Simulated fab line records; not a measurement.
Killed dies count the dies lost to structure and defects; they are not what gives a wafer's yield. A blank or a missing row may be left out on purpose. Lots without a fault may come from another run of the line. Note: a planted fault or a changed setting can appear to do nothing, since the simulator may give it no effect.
fab line records | flow nandHarc
[record] lots = 12 | wafers = 36 | lastDay = 33
route steps=1302 shown A_WL_FILL@976 A_CONTACT@985 END@1302
lots that met no fault: taken from a fault-free run of the same line
startH: hours from the record's opening day to when the first of the lot's shown wafers began | waitH: time in hours since the lot's previous step | " repeats the value in the row above | L1.1+2: a row that stands for several wafers | - no value, or no start was given | * or withheld: withheld | < > ~ a bound
route shown NAME@n: NAME is a module with steps in the file, n the number in the route of the first one | usual: mean/standard deviation taken from wafers without a fault | same: alike in all rows | chamber/n: place in a boat | sites: the reading at each site | _std_site: the values' standard deviation | _edge_site: inner sites' mean taken away from outer sites' mean | radiusMm: how far each site lies from the wafer's centre | mask NAME#n: copy n | behind: tool/chamber where the wafer was last shaped | hold: cause of the lot's hold/its duration in hours/its outcome | device: transistor that didn't switch, given as n, p or np | end of line: the same wafers' tests at the end of the route | a step given without rows: its recipe and nothing more | killed: dies that structure and defects cost at the first sort, which is not the same as the wafer's yield | map: a wafer's dies, marking killed ones x, the rest . and places with no die _
set.NAME: the setting as run; set.NAME@STEP: as run at that earlier step | model.NAME: the simulator's own value behind a step, which no gauge read
route steps across a sampled set of lots; one table per step, one row per wafer
services: when a tool's chamber went out of use (startH, in hours from the record's first day, below 0 if earlier), for how many hours, and the reason
[[steps]]
[step NHARC_A_WL_FILL_CVD_20]
[recipe] targetThkA = 1000 | tempC = 400 | pressureTorr = 40 | wf6FlowSccm = 40 | h2FlowSccm = 1600 | arFlowSccm = 1560 | timeS = 74 | material = W
[usual] heaterPowerW = 878/47 | throttleValvePct = 7.7/0.4
lot.wafer | tool    | chamber | startH | waitH | heaterPowerW | throttleValvePct
L484.3    | cvdW-02 | 1       | -      | -     | 876          | 7.4
L484.4    | "       | 0       | "      | "     | 933          | 7.0
L484.5    | "       | 0       | "      | "     | 923          | 7.6
L485.2    | cvdW-01 | 1       | -      | -     | 776          | 8.4
L485.1    | "       | 0       | "      | "     | 831          | 7.8
L485.5    | "       | 1       | "      | "     | 791          | 8.3
L487.1    | cvdW-02 | 0       | -      | -     | 934          | 7.5
L487.4    | "       | 0       | "      | "     | 944          | 7.4
L487.5    | "       | 1       | "      | "     | 866          | 7.3
L489.4    | cvdW-02 | 1       | -      | -     | 865          | 7.5
L489.6    | "       | 0       | "      | "     | 917          | 7.3
L489.5    | "       | 1       | "      | "     | 867          | 7.2
L496.1    | cvdW-02 | 0       | -      | -     | 909          | 7.5
L496.4    | "       | 1       | "      | "     | 865          | 7.5
L496.6    | "       | 0       | "      | "     | 925          | 7.6
L497.4    | cvdW-02 | 1       | -      | -     | 866          | 7.4
L497.3    | "       | 0       | "      | "     | 932          | 7.6
L497.6    | "       | 0       | "      | "     | 944          | 7.7
L498.4    | cvdW-02 | 1       | -      | -     | 896          | 7.4
L498.6    | "       | 0       | "      | "     | 931          | 7.7
L498.5    | "       | 1       | "      | "     | 880          | 7.5
L502.2    | cvdW-02 | 0       | -      | -     | 948          | 7.5
L502.1    | "       | 1       | "      | "     | 924          | 7.3
L502.3    | "       | 1       | "      | "     | 906          | 7.1
L503.1    | cvdW-01 | 1       | -      | -     | 774          | 8.6
L503.4    | "       | 1       | "      | "     | 820          | 8.5
L503.5    | "       | 1       | "      | "     | 802          | 8.2
L505.2    | cvdW-02 | 0       | -      | -     | 916          | 7.5
L505.4    | "       | 1       | "      | "     | 929          | 7.6
L505.6    | "       | 1       | "      | "     | 899          | 7.4
L507.2    | cvdW-01 | 0       | -      | -     | 881          | 7.6
L507.1    | "       | 1       | "      | "     | 801          | 8.3
L507.6    | "       | 1       | "      | "     | 818          | 8.3
L506.1    | cvdW-02 | 1       | -      | -     | 914          | 7.3
L506.2    | "       | 0       | "      | "     | 898          | 7.8
L506.5    | "       | 0       | "      | "     | 905          | 7.8
[step NHARC_A_CONTACT_DEP_28]
[recipe] targetThkA = 70000 | tempC = 400 | material = aC
[usual] throttleValvePct = 35.000/0.0087
lot.wafer | tool      | chamber | startH | waitH | throttleValvePct
L484.3    | aclDep-03 | 0       | 479.46 | 3.0   | 35.000
L484.4    | "         | 0       | "      | "     | 35.008
L484.5    | "         | 0       | "      | "     | 34.995
L485.1    | aclDep-03 | 0       | 502.05 | 0.1   | 35.006
L485.2    | "         | 0       | "      | "     | 35.015
L485.5    | "         | 0       | 504.86 | 2.9   | 35.007
L487.1    | aclDep-01 | 0       | 514.75 | 1.0   | 34.994
L487.4    | "         | 0       | 516.89 | 3.1   | 35.003
L487.5    | "         | 0       | "      | "     | 35.015
L489.4    | aclDep-01 | 0       | 549.51 | 3.1   | 35.000
L489.5    | "         | 0       | "      | "     | 35.004
L489.6    | "         | 0       | "      | "     | 35.007
L496.1    | aclDep-03 | 0       | 600.15 | 3.1   | 34.997
L496.4    | "         | 0       | 602.26 | 5.2   | 35.010
L496.6    | "         | 0       | 603.66 | 6.6   | 34.990
L497.3    | aclDep-03 | 0       | 615.16 | 2.5   | 35.007
L497.4    | "         | 0       | "      | "     | 34.987
L497.6    | "         | 0       | 617.27 | 4.6   | 34.989
L498.4    | aclDep-03 | 0       | 629.22 | 2.8   | 35.013
L498.5    | "         | 0       | "      | "     | 35.001
L498.6    | "         | 0       | "      | "     | 34.999
L502.1    | aclDep-01 | 0       | 675.07 | 0.9   | 35.005
L502.2    | "         | 0       | "      | "     | 34.993
L502.3    | "         | 0       | "      | "     | 34.983
L503.1    | aclDep-01 | 0       | 684.24 | 0.1   | 35.014
L503.4    | "         | 0       | 686.36 | 2.2   | 35.009
L503.5    | "         | 0       | "      | "     | 34.999
L505.2    | aclDep-02 | 0       | 704.69 | 0.8   | 34.993
L505.4    | "         | 0       | 706.10 | 2.2   | 35.000
L505.6    | "         | 0       | 707.52 | 3.6   | 34.998
L507.1    | aclDep-02 | 0       | 716.35 | 0.1   | 34.997
L507.2    | "         | 0       | "      | "     | 35.010
L507.6    | "         | 0       | 719.88 | 3.6   | 35.002
L506.1    | aclDep-01 | 0       | 719.23 | 0.1   | 35.001
L506.2    | "         | 0       | "      | "     | 35.008
L506.5    | "         | 0       | 722.04 | 2.9   | 35.000
[step NHARC_A_CONTACT_EXPOSE_39]
[recipe] na = 1.35 | sigmaOuter = 0.8 | doseMj = 58.79 | maskId = A_CC_3
[usual] exposureDoseMJCm2 = 58.87/0.16
lot.wafer | tool           | chamber | startH | waitH | mask     | exposureDoseMJCm2
L484.3    | arfiScanner-01 | 0       | 482.95 | -     | A_CC_3#0 | 58.76
L484.4    | "              | 0       | "      | "     | A_CC_3#0 | 58.80
L484.5    | "              | 0       | "      | "     | A_CC_3#0 | 58.84
L485.1    | arfiScanner-02 | 0       | 506.86 | -     | A_CC_3#0 | 58.85
L485.2    | "              | 0       | "      | "     | A_CC_3#0 | 58.79
L485.5    | "              | 0       | "      | "     | A_CC_3#0 | 58.76
L487.1    | arfiScanner-01 | 0       | 519.50 | -     | A_CC_3#0 | 58.85
L487.4    | "              | 0       | "      | "     | A_CC_3#0 | 58.91
L487.5    | "              | 0       | "      | "     | A_CC_3#0 | 58.82
L489.4    | arfiScanner-02 | 0       | 552.23 | -     | A_CC_3#0 | 58.77
L489.5    | "              | 0       | "      | "     | A_CC_3#0 | 58.76
L489.6    | "              | 0       | "      | "     | A_CC_3#0 | 58.79
L496.1    | arfiScanner-02 | 0       | 604.97 | -     | A_CC_3#0 | 61.11
L496.4    | "              | 0       | "      | "     | A_CC_3#0 | 61.07
L496.6    | "              | 0       | "      | "     | A_CC_3#0 | 61.10
L497.3    | arfiScanner-02 | 0       | 618.46 | -     | A_CC_3#0 | 60.60
L497.4    | "              | 0       | "      | "     | A_CC_3#0 | 60.59
L497.6    | "              | 0       | "      | "     | A_CC_3#0 | 60.61
L498.4    | arfiScanner-01 | 0       | 631.97 | -     | A_CC_3#0 | 58.82
L498.5    | "              | 0       | "      | "     | A_CC_3#0 | 58.80
L498.6    | "              | 0       | "      | "     | A_CC_3#0 | 58.78
L502.1    | arfiScanner-01 | 0       | 679.92 | -     | A_CC_3#0 | 58.91
L502.2    | "              | 0       | "      | "     | A_CC_3#0 | 58.82
L502.3    | "              | 0       | "      | "     | A_CC_3#0 | 58.78
L503.1    | arfiScanner-03 | 0       | 689.07 | -     | A_CC_3#0 | 59.12
L503.4    | "              | 0       | "      | "     | A_CC_3#0 | 59.14
L503.5    | "              | 0       | "      | "     | A_CC_3#0 | 59.09
L505.2    | arfiScanner-03 | 0       | 708.83 | -     | A_CC_3#0 | 59.06
L505.4    | "              | 0       | "      | "     | A_CC_3#0 | 59.14
L505.6    | "              | 0       | "      | "     | A_CC_3#0 | 59.18
L507.1    | arfiScanner-01 | 0       | 721.19 | -     | A_CC_3#0 | 58.74
L507.2    | "              | 0       | "      | "     | A_CC_3#0 | 58.71
L507.6    | "              | 0       | "      | "     | A_CC_3#0 | 58.73
L506.1    | arfiScanner-01 | 0       | 723.92 | -     | A_CC_3#0 | 58.83
L506.2    | "              | 0       | "      | "     | A_CC_3#0 | 58.85
L506.5    | "              | 0       | "      | "     | A_CC_3#0 | 58.84
[step NHARC_A_CONTACT_CD_MEAS_42]
[recipe] targetCdNm = 300 | landingEnergyEv = 500
[usual] cdNm = 300.0/0.55
lot.wafer | tool     | chamber | startH | waitH | hold                    | cdNm
L484.3    | cdSem-02 | 0       | 483.08 | -     | -                       | 300.6
L484.4    | "        | 0       | "      | "     | -                       | 300.8
L484.5    | "        | 0       | "      | "     | -                       | 300.7
L485.1    | cdSem-01 | 0       | 507.00 | -     | -                       | 300.1
L485.2    | "        | 0       | "      | "     | -                       | 299.7
L485.5    | "        | 0       | "      | "     | -                       | 299.3
L487.1    | cdSem-02 | 0       | 519.64 | -     | -                       | 300.4
L487.4    | "        | 0       | "      | "     | -                       | 299.7
L487.5    | "        | 0       | "      | "     | -                       | 300.5
L489.4    | cdSem-02 | 0       | 552.36 | -     | -                       | 300.5
L489.5    | "        | 0       | "      | "     | -                       | 301.0
L489.6    | "        | 0       | "      | "     | -                       | 300.5
L496.1    | cdSem-03 | 0       | 605.11 | -     | awaitDispo/0.2h/release | 302.3
L496.4    | "        | 0       | "      | "     | awaitDispo/0.2h/release | 302.9
L496.6    | "        | 0       | "      | "     | awaitDispo/0.2h/release | 302.0
L496.1    | cdSem-03 | 0       | -      | -     | -                       | 302.3
L496.4    | "        | 0       | "      | "     | -                       | 303.0
L496.6    | "        | 0       | "      | "     | -                       | 301.8
L497.3    | cdSem-03 | 0       | 618.60 | -     | -                       | 301.5
L497.4    | "        | 0       | "      | "     | -                       | 300.5
L497.6    | "        | 0       | "      | "     | -                       | 301.0
L498.4    | cdSem-02 | 0       | 632.10 | -     | -                       | 300.0
L498.5    | "        | 0       | "      | "     | -                       | 300.3
L498.6    | "        | 0       | "      | "     | -                       | 300.1
L502.1    | cdSem-03 | 0       | 680.07 | -     | -                       | 299.7
L502.2    | "        | 0       | "      | "     | -                       | 300.1
L502.3    | "        | 0       | "      | "     | -                       | 299.9
L503.1    | cdSem-03 | 0       | 689.21 | -     | -                       | 298.7
L503.4    | "        | 0       | "      | "     | -                       | 299.5
L503.5    | "        | 0       | "      | "     | -                       | 300.5
L505.2    | cdSem-01 | 0       | 708.97 | -     | -                       | 299.7
L505.4    | "        | 0       | "      | "     | -                       | 299.2
L505.6    | "        | 0       | "      | "     | -                       | 299.3
L507.1    | cdSem-01 | 0       | 721.33 | -     | -                       | 300.4
L507.2    | "        | 0       | "      | "     | -                       | 299.9
L507.6    | "        | 0       | "      | "     | -                       | 300.4
L506.1    | cdSem-03 | 0       | 724.06 | -     | -                       | 299.3
L506.2    | "        | 0       | "      | "     | -                       | 300.4
L506.5    | "        | 0       | "      | "     | -                       | 300.7
[step NHARC_A_CONTACT_DESCUM_47]
[recipe] timeS = 3 | o2FlowSccm = 200 | arFlowSccm = 0 | biasPowerW = 0 | chemistry = O2
[usual] drypumpMotorCurrentA = 5.6/0.44 | oesProductAu = 1.001/0.0095 | rfVppV = 57.8/0.87 | showerheadPlenumPTorr = 1.92/0.079 | throttleValvePct = 11.311/0.0092
lot.wafer | tool       | chamber | startH | waitH | drypumpMotorCurrentA | oesProductAu | rfHoursCounterH | rfVppV | showerheadPlenumPTorr | throttleValvePct
L484.4    | rieDiel-07 | 3       | 483.26 | 0.1   | 5.4                  | 0.989        | 1               | 57.5   | 2.04                  | 11.302
L484.3    | "          | 1       | "      | "     | 5.8                  | 1.007        | 2               | 58.3   | 2.04                  | 11.304
L484.5    | "          | 0       | "      | "     | 5.2                  | 1.006        | -               | 59.1   | 1.97                  | 11.309
L485.2    | rieDiel-04 | 3       | 507.21 | 0.1   | 5.6                  | 1.001        | 45              | 58.5   | 1.94                  | 11.315
L485.1    | "          | 0       | "      | "     | 5.8                  | 0.994        | 43              | 57.4   | 2.02                  | 11.305
L485.5    | "          | 2       | "      | "     | 5.7                  | 0.981        | -               | 57.7   | 1.93                  | 11.296
L487.4    | rieDiel-08 | 2       | 519.83 | 0.1   | 5.3                  | 0.978        | 25              | 59.0   | 1.84                  | 11.312
L487.1    | "          | 1       | "      | "     | 5.7                  | 1.002        | 24              | 56.6   | 1.94                  | 11.300
L487.5    | "          | 2       | "      | "     | 5.3                  | 0.984        | -               | 57.7   | 1.84                  | 11.309
L489.6    | rieDiel-04 | 3       | 552.57 | 0.1   | 5.6                  | 1.014        | -               | 59.1   | 1.93                  | 11.303
L489.4    | "          | 1       | "      | "     | 5.5                  | 0.999        | -               | 58.0   | 2.00                  | 11.305
L489.5    | "          | 2       | "      | "     | 5.6                  | 0.986        | -               | 58.5   | 1.92                  | 11.306
L496.4    | rieDiel-08 | 2       | 610.53 | 0.1   | 5.4                  | 1.006        | 10              | 59.1   | 1.84                  | 11.320
L496.1    | "          | 1       | "      | "     | 5.7                  | 0.989        | 10              | 56.5   | 1.94                  | 11.323
L496.6    | "          | 3       | "      | "     | 5.4                  | 1.005        | -               | 58.3   | 1.81                  | 11.299
L497.4    | rieDiel-07 | 0       | 618.86 | 0.1   | 5.2                  | 1.007        | 42              | 58.0   | 1.95                  | 11.306
L497.3    | "          | 3       | "      | "     | 5.4                  | 0.992        | 46              | 58.3   | 2.02                  | 11.311
L497.6    | "          | 0       | "      | "     | 5.2                  | 1.011        | -               | 58.4   | 1.95                  | 11.319
L498.4    | rieDiel-08 | 3       | 632.31 | 0.1   | 5.3                  | 1.007        | -               | 59.2   | 1.81                  | 11.337
L498.6    | "          | 1       | "      | "     | 5.8                  | 0.981        | -               | 57.6   | 1.94                  | 11.317
L498.5    | "          | 2       | "      | "     | 5.4                  | 0.990        | -               | 58.4   | 1.84                  | 11.310
L502.2    | rieDiel-07 | 2       | 680.25 | 0.1   | 5.2                  | 0.993        | 6               | 57.4   | 1.82                  | 11.312
L502.1    | "          | 0       | "      | "     | 5.2                  | 0.991        | 3               | 57.4   | 1.95                  | 11.304
L502.3    | "          | 1       | "      | "     | 5.9                  | 0.996        | 4               | 58.7   | 2.02                  | 11.306
L503.4    | rieDiel-08 | 0       | 689.40 | 0.1   | 6.8                  | 1.017        | 22              | 58.6   | 1.96                  | 11.311
L503.1    | "          | 1       | "      | "     | 5.8                  | 1.001        | 25              | 57.5   | 1.93                  | 11.310
L503.5    | "          | 1       | "      | "     | 5.8                  | 1.001        | -               | 60.2   | 1.93                  | 11.339
L505.2    | rieDiel-08 | 1       | 709.15 | 0.1   | 5.8                  | 0.989        | 29              | 58.3   | 1.93                  | 11.302
L505.4    | "          | 0       | "      | "     | 6.8                  | 1.008        | 27              | 57.5   | 1.96                  | 11.318
L505.6    | "          | 2       | "      | "     | 5.4                  | 1.005        | -               | 55.6   | 1.83                  | 11.311
L507.1    | rieDiel-08 | 2       | 721.52 | 0.1   | 5.4                  | 1.016        | 30              | 56.7   | 1.83                  | 11.296
L507.2    | "          | 3       | "      | "     | 5.4                  | 1.015        | 30              | 58.2   | 1.81                  | 11.312
L507.6    | "          | 2       | "      | "     | 5.4                  | 1.007        | -               | 58.1   | 1.83                  | 11.316
L506.1    | rieDiel-04 | 0       | 724.36 | 0.2   | 5.8                  | 1.012        | 2               | 59.3   | 2.00                  | 11.307
L506.2    | "          | 1       | "      | "     | 5.5                  | 1.000        | 2               | 58.0   | 1.98                  | 11.299
L506.5    | "          | 3       | "      | "     | 5.6                  | 1.000        | -               | 56.4   | 1.92                  | 11.316
[step NHARC_END_SORT_01]
[recipe] tempC = 25
[usual] killedAtArray = 57/20 | killedAtOther = 1.0/1.5 | killedAtPeriphery = 3.5/2.5 | killedDies = 62/21 | killedOpen = 3.5/1.9 | killedShort = 2.4/1.6
[same] grossDies = 677
lot.wafer | tool      | chamber | startH | waitH | killedAtArray | killedAtOther | killedAtPeriphery | killedDies | killedOpen | killedShort
L496.1    | prober-01 | 0       | 719.11 | 2.5   | 19            | 2             | 2                 | 23         | 4          | 4
L496.4    | prober-01 | 0       | 721.50 | 3.4   | 19            | 0             | 4                 | 23         | 5          | 4
L496.6    | prober-01 | 0       | 723.09 | 4.0   | 14            | 1             | 3                 | 18         | 4          | 1
L503.1    | prober-01 | 0       | 772.83 | 2.5   | 33            | 2             | 4                 | 39         | 5          | 3
L503.4    | prober-01 | 0       | 775.21 | 3.4   | 35            | 1             | 2                 | 38         | 3          | 3
L503.5    | prober-01 | 0       | 776.00 | 3.7   | 28            | 0             | 5                 | 33         | 2          | 1
// killed by level:class
L496.1 A_CHANNEL_HOLE_D1:chamberFilmFlake=6 A_STAIRCASE:chamberFilmFlake=3 A_ONON_D2:geometricParticle:open=2 A_WL_FILL:geometricParticle:short=2 THIN_TSV:chamberFilmFlake=2 P_M0:geometricParticle:short=1 A_DECK1_JOINT:geometricParticle:short=1 A_SGD_CUT:geometricParticle:open=1
L496.4 A_CHANNEL_HOLE_D1:chamberFilmFlake=4 A_CONTACT:chamberFilmFlake=4 A_SLIT:chamberFilmFlake=3 P_GATE:geometricParticle:open=2 P_CONTACT:geometricParticle:short=2 A_DECK1_JOINT:geometricParticle:open=2 A_WL_FILL:chamberFilmFlake=2 A_CHANNEL_FILL_D1:geometricParticle:short=1
L496.6 A_CHANNEL_HOLE_D1:chamberFilmFlake=4 P_M0:geometricParticle:open=3 A_STAIRCASE:chamberFilmFlake=3 A_SLIT:chamberFilmFlake=2 A_CONTACT:chamberFilmFlake=2 A_ONON_D1:geometricParticle:short=1 A_M0:geometricParticle:open=1 A_WL_FILL:chamberFilmFlake=1
L503.1 A_CHANNEL_HOLE_D1:chamberFilmFlake=15 A_SLIT:chamberFilmFlake=7 A_CONTACT:chamberFilmFlake=5 A_CHANNEL_FILL_D1:geometricParticle:short=2 A_CHANNEL_HOLE_D2:chamberFilmFlake=2 P_GATE:geometricParticle:open=1 P_M1:geometricParticle:short=1 P_M1:geometricParticle:open=1
L503.4 A_CHANNEL_HOLE_D1:chamberFilmFlake=13 A_SLIT:chamberFilmFlake=9 A_CHANNEL_FILL_D2:geometricParticle:open=2 A_CHANNEL_FILL_D2:chamberFilmFlake=2 A_STAIRCASE:chamberFilmFlake=2 A_CONTACT:chamberFilmFlake=2 A_CHANNEL_FILL_D2:geometricParticle:short=1 A_WL_FILL:geometricParticle:short=1
L503.5 A_CHANNEL_HOLE_D1:chamberFilmFlake=14 P_M2:chamberFilmFlake=4 A_SLIT:chamberFilmFlake=4 A_CONTACT:chamberFilmFlake=3 A_STAIRCASE:chamberFilmFlake=2 A_CHANNEL_FILL_D1:geometricParticle:short=1 A_DECK1_JOINT:geometricParticle:open=1 A_CHANNEL_FILL_D2:geometricParticle:open=1
[[services]]
tool           | chamber | startH | hours | kind
arfiScanner-01 | -       | 468.19 | 1.0   | repair
arfiScanner-02 | -       | 484.00 | 4.0   | pm
aclDep-03      | -       | 485.89 | 13.0  | pm
cvdW-02        | 1       | 488.60 | 9.1   | repair
cvdW-02        | 0       | 491.64 | 15.1  | repair
cvdW-01        | -       | 493.05 | 2.5   | repair
rieDiel-04     | -       | 532.93 | 9.0   | pm
rieDiel-08     | -       | 536.17 | 0.4   | repair
rieDiel-08     | -       | 544.87 | 9.0   | pm
cvdW-01        | -       | 547.00 | 13.0  | pm
aclDep-01      | -       | 551.61 | 13.0  | pm
rieDiel-07     | 1       | 554.62 | 4.5   | repair
arfiScanner-02 | -       | 574.86 | 1.6   | repair
arfiScanner-01 | -       | 587.57 | 0.9   | repair
arfiScanner-01 | -       | 596.00 | 4.0   | pm
cvdW-02        | -       | 631.11 | 13.0  | pm
rieDiel-08     | 0       | 632.02 | 11.3  | repair
arfiScanner-01 | -       | 633.96 | 1.1   | repair
arfiScanner-02 | -       | 656.00 | 4.0   | pm
arfiScanner-02 | -       | 660.76 | 1.0   | repair
aclDep-03      | -       | 666.89 | 13.0  | pm
arfiScanner-02 | -       | 667.60 | 0.4   | repair
arfiScanner-01 | -       | 667.64 | 1.8   | repair
rieDiel-08     | -       | 721.90 | 9.0   | pm
[[key]]
[firstSign] step = NHARC_A_CONTACT_EXPOSE_39 | reading = exposureDoseMJCm2 | direction = up | sigmas = 12 | usual = 58.87 | struck = 60.85
[effect] step = NHARC_A_CONTACT_CD_MEAS_42 | reading = visit | direction = added | through = controlLoop
metAt NHARC_A_CONTACT_EXPOSE_39
struckLots L496,L497
testerLeftOut L496,L497
[loopTrim] step = NHARC_A_CONTACT_EXPOSE_39 | setting = dose | lots = L497
notActingAt NHARC_A_WL_FILL_CVD_20,NHARC_A_CONTACT_DEP_28,NHARC_A_CONTACT_DESCUM_47
onsetBetween 552.23 604.97
[fault] kind = processParameterDrift | tool = arfiScanner-02 | chamber = - | onsetH = 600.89 | steps = NHARC_A_CONTACT_EXPOSE_39 | channel = doseMj | offset = 2.3801 | shape = step | actsIn = theseRecipesOnly | stated = 58.79
// testerLeftOut: of these lots the tester's yield and bins aren't shown, on N5 and GAA mostly nor the transistor test; their killed dies are dies lost to structure and defects alone, not to doping, threshold or leakage, so they don't give the yield
// loopTrim: a control loop set the setting to another value than it would have without faults
